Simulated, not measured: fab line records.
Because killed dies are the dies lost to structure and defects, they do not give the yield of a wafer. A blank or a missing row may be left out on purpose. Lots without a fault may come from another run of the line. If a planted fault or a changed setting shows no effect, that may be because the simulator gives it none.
Matching of chambers | flow n5 finfet | 4 sister chambers for N5_BEOL_M5_ETCH_62 on rie diel-03
The step etches SOC in N2/H2, target depth 75 nm, overetch 15 nm, time 112.5 s. 8 wafers are shown with their chamber, then 10 later ones without.

EACH WAFER AND ITS CHAMBER
wafer  | chamber | showerhead plenum p Torr (Torr) | throttle valve pct (%)
L082.6 | 2       | 2.54                            | 17.87
L084.1 | 0       | 2.44                            | 17.52
L084.3 | 2       | 2.54                            | 17.91
L089.3 | 1       | 2.65                            | 17.88
L089.5 | 0       | 2.44                            | 17.54
L089.6 | 3       | 2.59                            | 17.65
L092.1 | 3       | 2.59                            | 17.64
L092.4 | 1       | 2.64                            | 17.90

WAFERS MISSING THEIR CHAMBER
wafer  | showerhead plenum p Torr (Torr) | throttle valve pct (%)
L092.6 | 2.59                            | 17.65
L093.3 | 2.43                            | 17.57
L093.4 | 2.58                            | 17.67
L093.6 | 2.43                            | 17.57
L095.1 | 2.43                            | 17.57
L095.2 | 2.58                            | 17.67
L095.4 | 2.64                            | 17.93
L094.1 | 2.64                            | 17.91
L094.2 | 2.53                            | 17.92
L094.6 | 2.64                            | 17.93

EACH ONE'S CHAMBER
wafer  | from the rows above | in truth
L092.6 | 3                   | 3
L093.3 | 0                   | 0
L093.4 | 3                   | 3
L093.6 | 0                   | 0
L095.1 | 0                   | 0
L095.2 | 3                   | 3
L095.4 | 1                   | 1
L094.1 | 1                   | 1
L094.2 | 2                   | 2
L094.6 | 1                   | 1
10 of 10 placed correctly. Number that these rows cannot place: 0. Placed wrongly: 0.
How it was worked out, from the rows above alone: a wafer's distance from a chamber is the root of the sum, over the readings, of the square of ((its reading less the chamber's mean) divided by the reading's scatter). If the next closest chamber is less than 2 further off than the closest, the wafer can't be placed; otherwise it belongs to the closest. For every chamber, the mean is computed from those of its wafers that are shown. The scatter is the square root of a quotient: the sum, over the shown wafers, of each reading's squared deviation from its chamber's mean, divided by wafers minus chambers.
